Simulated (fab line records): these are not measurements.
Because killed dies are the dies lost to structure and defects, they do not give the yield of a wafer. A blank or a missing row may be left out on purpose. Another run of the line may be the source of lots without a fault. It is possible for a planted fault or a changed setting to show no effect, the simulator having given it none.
Struck lot and sound lot, side by side | flow nand_harc | 24 steps out of a route of 1302
Sound: the wafers L486.1, L486.4, L486.6. Struck: wafers L481.4, L481.5, L481.6. The cause is named last.
Order at every step that has rows: each side's tool, ch and its chambers, its first start. Under that, the readings that differ: sound wafers | struck wafers | difference of the means | sigmas: that difference in standard deviations of wafers without a fault.
alike: words and numbers the same on both sides, and readings whose means are apart by under 2 such deviations; not compared: readings that were withheld, readings missing a value for some wafer, numbers with overlapping values and no deviation given by the record, and bounds like >300 which may hide the same value.
A row with sigmas, a row that says differs or no value, or rows on one side alone: a step with any of these is where the two part. Non-overlapping numbers with no deviation appear without sigmas and do not part them. Lack of a reading on every wafer of one side parts them only where that side has two or more wafers.

NHARC_P_M1_INSPECT_27:
  sound on defect_inspect-02, day 12 16:58; struck on defect_inspect-01, day 10 04:47
  alike: raw_defect_count
NHARC_P_M1_PRE_CLEAN_32: time 12 s.
  sound on pecvd-01 ch 0,1, day 12 17:02; struck on pecvd-02 ch 0,1,2, day 10 04:53
  alike: heater_power_outer_w, heater_power_w
NHARC_P_M1_DEP_33: deposits SiCN, target thk 30 nm.
  sound on pecvd-01 ch 0,1, day 12 17:07; struck on pecvd-02 ch 0,1,2, day 10 05:03
  alike: heater_power_outer_w, heater_power_w
then, 8 steps without rows for these wafers: NHARC_P_M2_DEP_00 (deposits SiOC, target thk 182.5 nm); NHARC_P_M2_DEHYDRATE_01 (time 120 s); NHARC_P_M2_HMDS_02 (time 30 s); NHARC_P_M2_COAT_34 (time 65 s); NHARC_P_M2_COAT_03 (resist thk 90 nm); NHARC_P_M2_SOFTBAKE_04 (time 55 s); NHARC_P_M2_EBR_05; NHARC_P_M2_EXPOSE_06 (exposes mask P M2, target cd 170 nm).
NHARC_P_M2_PEB_07: peb time 65 s.
  sound on litho_track-01 ch 0, day 12 18:16; struck on litho_track-06 ch 0, day 10 06:08
  reading                  | sound                | struck               | difference | sigmas
  heater_power_total_W (W) | 156.3 156.2 156.9    | 161.1 162.0 161.2    | +5.0       | +12
  plate_temp_C (C)         | 100.21 100.24 100.06 | 102.49 102.48 102.47 | +2.31      | +18
then, 1 step without rows for these wafers: NHARC_P_M2_DEVELOP_08 (develop time 35 s).
NHARC_P_M2_CD_MEAS_09: the cd target is 170 nm.
  sound on cd_sem-02 ch 0, day 12 18:21; struck on cd_sem-02 ch 0, day 10 06:13
  reading    | sound             | struck            | difference | sigmas
  cd_nm (nm) | 171.3 170.5 169.8 | 178.5 177.9 178.9 | +7.9       | +13
NHARC_P_M2_OVL_MEAS_10: pitch 340 nm.
  sound on overlay-02, day 12 18:26; struck on overlay-01, day 10 06:17
  alike: overlay_x_nm, overlay_y_nm
NHARC_P_M2_INSPECT_11:
  sound on defect_inspect-01, day 12 18:29; struck on defect_inspect-02, day 10 06:20
  alike: raw_defect_count
NHARC_P_M2_DESCUM_14: chemistry O2, time 3 s.
  sound on rie_diel-11 ch 0,1,2, day 12 18:33; struck on rie_diel-10 ch 0,2,3, day 10 06:25
  reading               | sound             | struck            | difference | sigmas
  oes_product_au (a.u.) | 0.983 0.988 0.988 | 1.009 0.998 1.008 | +0.019     | +2
  model.P_M2.cd_nm (nm) | 170.5 170.5 169.4 | 178.5 176.7 179.2 | +8.0       |
  alike: drypump_motor_current_A, rf_vpp_V, showerhead_plenum_p_Torr, throttle_valve_pct
  not compared: rf_hours_counter_h
NHARC_P_M2_ETCH_35: etches the open film in N2/H2, target depth 40 nm, overetch 12 nm, time 43.94 s.
  sound on rie_diel-11 ch 0,3, day 12 18:38; struck on rie_diel-10 ch 1,2,3, day 10 06:29
  alike: drypump_motor_current_A, oes_product_au, rf_vpp_V, showerhead_plenum_p_Torr, throttle_valve_pct
  not compared: rf_hours_counter_h
NHARC_P_M2_ETCH_15: etches the open film in C4F8/Ar, target depth 182.5 nm, time 91.2 s.
  sound: rie_diel-11 ch 0,1; struck: rie_diel-10 ch 0,1,3
  alike: oes_product_au, rf_vpp_V
  not compared: rf_hours_counter_h
NHARC_P_M2_CD_MEAS_16:
  sound on cd_sem-03, day 12 18:50; struck on cd_sem-01, day 10 06:42
  reading    | sound             | struck            | difference | sigmas
  cd_nm (nm) | 170.7 170.4 169.3 | 178.5 176.7 179.2 | +8.0       | +9
NHARC_P_M2_STRIP_18: strips in N2/H2.
  sound on rie_diel-10 ch 2,3, day 12 18:55; struck on rie_diel-11 ch 2,3, day 10 06:46
  alike: drypump_motor_current_A, oes_product_au, rf_vpp_V, showerhead_plenum_p_Torr, throttle_valve_pct
  not compared: rf_hours_counter_h
NHARC_P_M2_ETCH_28: etches the open film in CF4/N2, target depth 30 nm, time 72.99 s.
  sound: rie_diel-10 ch 1,3; struck: rie_diel-11 ch 0,1
  reading               | sound             | struck            | difference | sigmas
  model.P_M2.cd_nm (nm) | 171.4 170.5 170.4 | 178.4 176.2 179.4 | +7.2       |
  alike: drypump_motor_current_A, oes_product_au, rf_vpp_V, showerhead_plenum_p_Torr, throttle_valve_pct
  not compared: rf_hours_counter_h
then, 1 step without rows for these wafers: NHARC_P_M2_STRIP_19 (strips in post etch residue remover, time 600 s).
NHARC_END_SORT_01:
  the record has rows for the sound wafers here (prober-02 ch 0, day 30 11:51) and none for the struck ones

== WHERE THEY PART ==
Last at NHARC_END_SORT_01 as far as this record goes, first at NHARC_P_M2_PEB_07.

WHY: what had been put in by the simulator
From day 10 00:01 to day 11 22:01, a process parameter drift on litho_track-06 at NHARC_P_M2_PEB_07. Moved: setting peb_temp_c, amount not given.
